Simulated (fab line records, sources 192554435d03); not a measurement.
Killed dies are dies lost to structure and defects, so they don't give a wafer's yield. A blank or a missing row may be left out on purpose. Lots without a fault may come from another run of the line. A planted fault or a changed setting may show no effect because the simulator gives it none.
fab line records | flow n5_finfet | part 2 of 2: steps 24 to 28 of 28
record lots=5 wafers=15 last_day=17
route steps=1938 shown BEOL_M10@1529 BEOL_M11@1536
lots that met no fault: from a run of the same line without faults
start_h: hours from the record's first day to the start of the lot's first wafer shown | wait_h: hours since the lot's step before | " the same as in the row above | L1.1+2: a row that stands for several wafers | - no value, or no start given | * or withheld: withheld | < > ~ a bound
route shown NAME@n: a module of which the file shows steps, and the number in the route of the first | usual: mean/standard deviation of fault-free wafers | same: alike in all rows | chamber/n: place in a boat | sites: the reading at each site | _std_site: their standard deviation | _edge_site: outer sites' mean less inner sites' | radius_mm: how far each site lies from the wafer's centre | mask NAME#n: copy n | behind: the tool/chamber that last shaped the wafer | hold: why the lot was held/for how many hours/how that ended | device: the transistor (n, p or np) that didn't switch | end of line: the same wafers' tests at the end of the route | a step without rows: its recipe alone | killed: dies lost to structure and defects at the first sort, not the wafer's yield | map: a wafer's dies, x killed, . not, _ none there
set.NAME: the setting as run; set.NAME@STEP: as run at that earlier step | model.NAME: the simulator's own value behind a step, which no gauge read
lots at some steps of the route; a table a step, a row a wafer
services: from which hour (start_h, from the record's first day; less than 0 if before it) a tool's chamber was out of use, for how many hours, and why
## steps
# step N5_BEOL_M11_DESCUM_16
# recipe chemistry=O2 time_s=7.9 source_power_w=50 bias_power_w=20 pressure_mtorr=20 rf_frequency_hz=2.712e+07 temp_c=40 resist=CAR-ArF o2_flow_sccm=225
# usual chamber_pressure_mTorr=20.002/0.019 drypump_motor_current_A=5.7/0.44 oes_product_au=0.79/0.075 rf_fwd_power_W=49.29/0.22 rf_vpp_V=242.5/1.6 showerhead_plenum_p_Torr=2.05/0.083 throttle_valve_pct=20.48/0.24
# columns lot.wafer tool chamber start_h wait_h chamber_pressure_mTorr drypump_motor_current_A oes_product_au rf_fwd_power_W rf_hours_counter_h rf_vpp_V showerhead_plenum_p_Torr throttle_valve_pct
L075.1 rie_diel-02 2 244.43 0.0 20.009 5.7 0.66 49.64 245 242.1 2.04 20.25
L075.4 " 1 " " 20.005 5.2 0.88 48.92 40 241.0 2.05 20.07
L075.6 " 3 " " 20.010 5.5 0.71 49.34 - 243.7 2.09 20.56
L074.1 rie_diel-03 3 250.80 0.0 19.995 6.3 0.79 49.03 124 244.0 2.19 20.48
L074.2 " 1 " " 19.965 5.8 0.91 49.19 22 245.1 2.13 20.29
L074.6 " 0 " " 20.004 5.4 0.71 49.62 - 242.3 2.10 21.03
L080.1 rie_diel-03 0 273.83 0.2 19.998 5.4 0.70 49.50 211 243.3 2.09 21.04
L080.3 " 2 " " 20.014 5.7 0.83 49.35 82 243.3 2.11 20.43
L080.6 " 0 " " 20.006 5.4 0.70 49.65 - 241.9 2.09 21.04
L091.2 rie_diel-02 2 328.81 0.0 19.976 5.8 0.95 49.45 14 243.4 2.04 20.02
L091.4 " 1 " " 20.006 5.2 0.84 49.13 70 242.0 2.04 20.12
L091.5 " 3 " " 20.036 5.4 0.69 49.35 - 242.6 2.08 20.60
L097.1 rie_diel-03 0 374.25 0.1 19.973 5.4 0.67 49.43 242 243.5 2.08 21.08
L097.4 " 1 " " 19.979 5.8 0.85 49.14 59 243.5 2.12 20.34
L097.6 " 0 " " 20.000 5.4 0.66 49.57 - 240.7 2.08 21.08
# step N5_BEOL_M11_ETCH_61
# recipe chemistry=CF4 target=SiARC target_depth_a=390 mask_material=CAR-ArF time_s=65 ion_energy_ev=80 pressure_mtorr=40 source_w=545 bias_w=36 Ar_flow_sccm=100 cf4_flow_sccm=100 ends=cleared
# usual chamber_pressure_mTorr=40.00/0.037 drypump_motor_current_A=5.7/0.45 etch_rf_on_time_s=64.7/1.4 mfc_ar_sccm=100.0/0.31 oes_product_au=0.67/0.062 rf_fwd_power_W=537.5/2.4 rf_vpp_V=183.5/1.3 showerhead_plenum_p_Torr=2.11/0.078 throttle_valve_pct=15.66/0.23
# columns lot.wafer tool chamber start_h wait_h chamber_pressure_mTorr drypump_motor_current_A etch_rf_on_time_s mfc_ar_sccm oes_product_au rf_fwd_power_W rf_hours_counter_h rf_vpp_V showerhead_plenum_p_Torr throttle_valve_pct
L075.1 rie_diel-02 2 244.46 0.0 40.03 5.8 65.7 100.7 0.58 539.2 245 183.9 2.11 15.64
L075.4 " 1 " " 40.08 5.2 63.4 100.1 0.75 532.2 40 182.8 2.09 15.20
L075.6 " 3 " " 40.06 5.5 65.9 99.7 0.61 539.8 - 184.8 2.13 15.72
L074.1 rie_diel-03 3 250.84 0.0 40.00 6.3 65.4 99.9 0.68 534.6 124 186.1 2.24 15.74
L074.2 " 1 " " 40.01 5.8 62.8 99.7 0.78 533.4 22 185.1 2.18 15.39
L074.6 " 0 " " 40.03 5.4 65.0 99.8 0.61 541.6 - 184.5 2.14 16.11
L080.1 rie_diel-03 0 273.86 0.0 39.94 5.4 65.7 100.4 0.60 539.6 211 185.0 2.13 16.10
L080.3 " 2 " " 40.03 5.7 65.3 100.5 0.69 541.5 82 184.7 2.16 15.62
L080.6 " 0 " " 39.99 5.4 64.9 100.2 0.61 540.9 - 184.5 2.13 16.12
L091.2 rie_diel-02 2 328.84 0.0 39.99 5.8 63.5 100.1 0.82 539.4 14 183.9 2.11 15.21
L091.4 " 1 " " 40.02 5.2 64.3 100.0 0.71 535.3 70 182.4 2.08 15.26
L091.5 " 3 " " 39.98 5.5 65.0 99.9 0.60 539.0 - 184.1 2.12 15.75
L097.1 rie_diel-03 0 374.28 0.0 39.97 5.4 66.2 99.9 0.59 541.8 242 183.0 2.12 16.16
L097.4 " 1 " " 40.02 5.8 63.7 100.0 0.73 535.1 59 184.2 2.17 15.49
L097.6 " 0 " " 39.99 5.4 66.2 100.2 0.58 540.5 - 183.4 2.12 16.17
# step N5_BEOL_M11_ETCH_62
# recipe chemistry=N2/H2 target=SOC target_depth_a=1100 overetch_a=220 mask_material=SiARC temp_c=40 time_s=165 ion_energy_ev=200 pressure_mtorr=30 source_w=840 bias_w=150 n2_flow_sccm=200 h2_flow_sccm=200
# usual chamber_pressure_mTorr=29.999/0.025 drypump_motor_current_A=5.7/0.44 h2_flow_sccm=200.0/0.55 oes_product_au=0.67/0.057 rf_fwd_power_W=836.6/2.7 rf_vpp_V=522.5/2.8 showerhead_plenum_p_Torr=2.50/0.098 throttle_valve_pct=17.85/0.2
# columns lot.wafer tool chamber start_h wait_h chamber_pressure_mTorr drypump_motor_current_A h2_flow_sccm oes_product_au rf_fwd_power_W rf_hours_counter_h rf_vpp_V showerhead_plenum_p_Torr throttle_valve_pct
L075.1 rie_diel-02 2 244.51 0.0 30.012 5.7 200.1 0.58 838.1 245 522.5 2.51 17.88
L075.4 " 1 " " 29.944 5.2 200.1 0.73 839.8 41 523.1 2.48 17.56
L075.6 " 3 " " 29.941 5.4 200.5 0.62 831.3 - 522.4 2.52 17.80
L074.1 rie_diel-03 3 250.89 0.0 29.954 6.3 200.5 0.68 835.3 124 526.2 2.66 17.80
L074.2 " 1 " " 30.046 5.8 200.8 0.76 834.2 22 524.8 2.61 17.78
L074.6 " 0 " " 30.026 5.4 199.9 0.61 837.9 - 524.1 2.52 18.31
L080.1 rie_diel-03 0 273.91 0.0 29.965 5.4 200.6 0.60 835.2 211 522.4 2.52 18.31
L080.3 " 2 " " 29.982 5.7 201.0 0.69 835.3 82 524.4 2.57 17.82
L080.6 " 0 " " 29.996 5.4 199.2 0.60 838.0 - 523.1 2.52 18.32
L091.2 rie_diel-02 2 328.89 0.0 29.990 5.8 201.0 0.80 838.0 15 522.9 2.51 17.56
L091.4 " 1 " " 30.012 5.2 200.3 0.70 833.0 70 522.6 2.47 17.60
L091.5 " 3 " " 30.003 5.5 199.6 0.59 838.7 - 522.2 2.51 17.87
L097.1 rie_diel-03 0 374.33 0.0 29.973 5.4 200.4 0.58 840.0 242 520.5 2.50 18.35
L097.4 " 1 " " 30.006 5.8 200.5 0.72 837.1 59 525.9 2.60 17.85
L097.6 " 0 " " 29.961 5.4 200.0 0.58 836.1 - 523.0 2.50 18.38
# step N5_BEOL_M11_STRIP_68
# recipe chemistry=N2/H2 temp_c=40 n2_flow_sccm=200 h2_flow_sccm=200 rf_frequency_hz=6e+07
# columns lot.wafer tool chamber start_h wait_h
L075.1+4+6 rie_diel-02 2,1,3 244.65 0.1
L074.1+2+6 rie_diel-03 3,1,0 251.02 0.1
L080.1+3+6 rie_diel-03 0,2,0 274.05 0.1
L091.2+4+5 rie_diel-02 2,1,3 329.03 0.1
L097.1+4+6 rie_diel-03 0,1,0 374.47 0.1
# step N5_BEOL_M11_STRIP_67
# recipe chemistry=CF4 resist=SiARC power_w=300 bias_power_w=75 pressure_mtorr=50 cf4_flow_sccm=150 rf_frequency_hz=6e+07
# usual chamber_pressure_mTorr=49.99/0.051 drypump_motor_current_A=5.7/0.45 oes_product_au=0.78/0.067 rf_vpp_V=270.5/1.6 showerhead_plenum_p_Torr=1.76/0.064 throttle_valve_pct=13.62/0.25
# columns lot.wafer tool chamber start_h wait_h chamber_pressure_mTorr drypump_motor_current_A oes_product_au rf_hours_counter_h rf_vpp_V showerhead_plenum_p_Torr throttle_valve_pct
L075.1 rie_diel-02 2 244.66 0.0 49.98 5.8 0.67 245 269.8 1.77 13.65
L075.4 " 1 " " 50.08 5.2 0.86 41 270.7 1.75 13.17
L075.6 " 3 " " 50.01 5.4 0.72 - 270.1 1.79 13.70
L074.1 rie_diel-03 3 251.03 0.0 49.99 6.2 0.79 124 274.1 1.87 13.64
L074.2 " 1 " " 49.98 5.8 0.90 22 271.3 1.82 13.32
L074.6 " 0 " " 50.05 5.4 0.71 - 270.6 1.79 14.09
L080.1 rie_diel-03 0 274.06 0.0 49.94 5.4 0.72 211 270.6 1.79 14.10
L080.3 " 2 " " 50.05 5.7 0.81 82 271.6 1.81 13.59
L080.6 " 0 " " 50.01 5.4 0.71 - 270.7 1.79 14.09
L091.2 rie_diel-02 2 329.04 0.0 50.05 5.8 0.94 15 271.1 1.76 13.16
L091.4 " 1 " " 50.00 5.2 0.82 70 270.4 1.74 13.23
L091.5 " 3 " " 49.96 5.5 0.70 - 269.8 1.78 13.75
L097.1 rie_diel-03 0 374.48 0.0 50.04 5.4 0.69 242 269.8 1.78 14.18
L097.4 " 1 " " 49.98 5.8 0.85 59 273.3 1.81 13.40
L097.6 " 0 " " 50.00 5.4 0.69 - 270.6 1.78 14.17
## services
# columns tool chamber start_h hours kind
uv_cure-03 - 218.91 0.2 repair
arfi_scanner-03 - 221.67 3.9 pm
uv_cure-02 - 226.71 2.1 pm
arfi_scanner-03 - 231.00 1.0 pm
cmp-03 - 233.02 4.0 pm
rie_diel-03 0 239.43 7.2 repair
arfi_scanner-02 - 255.83 1.3 repair
arfi_scanner-02 - 258.88 0.4 repair
pecvd-01 - 258.95 5.1 repair
rie_diel-02 0 259.82 6.2 repair
pecvd-04 1 287.77 1.9 repair
arfi_scanner-02 - 296.80 1.0 pm
cmp-02 - 313.84 4.0 pm
rie_diel-03 3 325.77 3.3 repair
pecvd-04 - 326.25 2.8 pm
arfi_scanner-02 - 326.48 0.4 repair
pecvd-04 2 329.76 6.5 repair
arfi_scanner-02 - 331.53 1.3 pm
arfi_scanner-02 - 335.51 0.8 pm
cmp-03 - 338.55 9.7 repair
uv_cure-02 - 356.06 7.5 pm
cmp-03 - 362.24 1.0 repair
arfi_scanner-02 - 367.07 4.8 pm
pecvd-01 - 368.41 6.8 repair
